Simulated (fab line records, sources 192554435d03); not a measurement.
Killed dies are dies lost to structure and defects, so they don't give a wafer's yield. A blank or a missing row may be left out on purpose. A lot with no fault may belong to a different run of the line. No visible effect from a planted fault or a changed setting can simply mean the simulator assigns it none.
The tool behind it: which one? + flow n5-finfet + Sampling: 7 lots, 18 wafers, 4 of 1938 route steps

== WHAT THE GAUGES SHOWED, per wafer ==
N5_FIN_SAQP_CD_MEAS_27: target cd 20 nm.
| lot  | measured    | on        | cd-nm (nm)        |
|------|-------------|-----------|-------------------|
| L351 | day 2 05:45 | cd-sem-02 | 20.27 19.68       |
| L353 | day 2 18:19 | cd-sem-02 | 20.17 20.26       |
| L355 | day 3 06:08 | cd-sem-02 | 20.21 20.41       |
| L357 | day 3 17:58 | cd-sem-02 | 20.07 20.00 20.33 |
| L359 | day 4 06:10 | cd-sem-02 | 20.19 20.05 20.37 |
| L365 | day 5 17:58 | cd-sem-02 | 15.66 15.82 15.96 |
| L373 | day 7 18:17 | cd-sem-01 | 20.33 19.95 20.34 |

== EACH LOT AND THE TOOL THAT RAN IT (in order: tool; ch and the chambers of the sampled wafers; start) ==
| lot  | N5_FIN_SAQP_HM_DEP_72        | N5_FIN_SAQP_SPACER1_ALD_24       | N5_FIN_SAQP_MANDREL1_REMOVE_56  |
|------|------------------------------|----------------------------------|---------------------------------|
| L351 | pecvd-01 ch 0,1, day 2 03:01 | ald-sin-03 ch 1,3, day 2 04:50   | rie-si-01 ch 0,2, day 2 05:38   |
| L353 | pecvd-04 ch 0,1, day 2 15:54 | ald-sin-02 ch 0,2, day 2 17:24   | rie-si-01 ch 2,3, day 2 18:13   |
| L355 | pecvd-03 ch 1,2, day 3 03:32 | ald-sin-03 ch 1,2, day 3 05:12   | rie-si-01 ch 0,1, day 3 06:01   |
| L357 | pecvd-03 ch 0,1, day 3 15:04 | ald-sin-03 ch 0,2,3, day 3 17:02 | rie-si-04 ch 0,1, day 3 17:51   |
| L359 | pecvd-03 ch 1,2, day 4 03:40 | ald-sin-03 ch 0,1,2, day 4 05:12 | rie-si-04 ch 0,1,2, day 4 06:04 |
| L365 | pecvd-01 ch 1,2, day 5 15:04 | ald-sin-01 ch 0,1,2, day 5 17:03 | rie-si-02 ch 1,3, day 5 17:51   |
| L373 | pecvd-04 ch 0,2, day 7 15:41 | ald-sin-02 ch 1,2, day 7 17:22   | rie-si-01 ch 1,2,3, day 7 18:11 |
- N5_FIN_SAQP_HM_DEP_72: deposits SiO2 from SiH4/N2O, target thk 12 nm, time 7.2 s.
- N5_FIN_SAQP_SPACER1_ALD_24: deposits SiO2, target thk 20.3 nm, pulse time 1 s, purge time 2 s.
- N5_FIN_SAQP_MANDREL1_REMOVE_56: chemistry HBr/Cl2/O2, target a-Si, stops on SiNx, bt time 10 s.

== THE ANSWER, worked out from the rows above alone ==
Rule: the lots themselves supply what counts as usual. Put in order of their means at a reading, lots are off if they are a third of the lots or fewer, leave a main group of 4 or more, and stand apart from it by a gap of 3 or more times the standard deviation of the main group's means; of several such gaps the widest counts. If all means in a main group match to the digits the tables above print for the reading, that group is not used. A lot without any number at a reading at which 4 lots or more have one is off too. The other lots that the step has rows for count as sound.
Off at N5_FIN_SAQP_CD_MEAS_27 (cd-nm): L365. Mean 20.17 nm and standard deviation 0.1 in the main group.
If a tool, at a process step before that reading, ran all the lots that are off and no sound lot after the first of them, it fits. Those tools and the gauges at N5_FIN_SAQP_CD_MEAS_27 are tried in the same way. Can't be told from this: 4 tools fit, pecvd-01 at N5_FIN_SAQP_HM_DEP_72, ald-sin-01 at N5_FIN_SAQP_SPACER1_ALD_24, rie-si-02 at N5_FIN_SAQP_MANDREL1_REMOVE_56, cd-sem-02 at N5_FIN_SAQP_CD_MEAS_27.

== WHAT THE SIMULATOR HAD INSERTED ==
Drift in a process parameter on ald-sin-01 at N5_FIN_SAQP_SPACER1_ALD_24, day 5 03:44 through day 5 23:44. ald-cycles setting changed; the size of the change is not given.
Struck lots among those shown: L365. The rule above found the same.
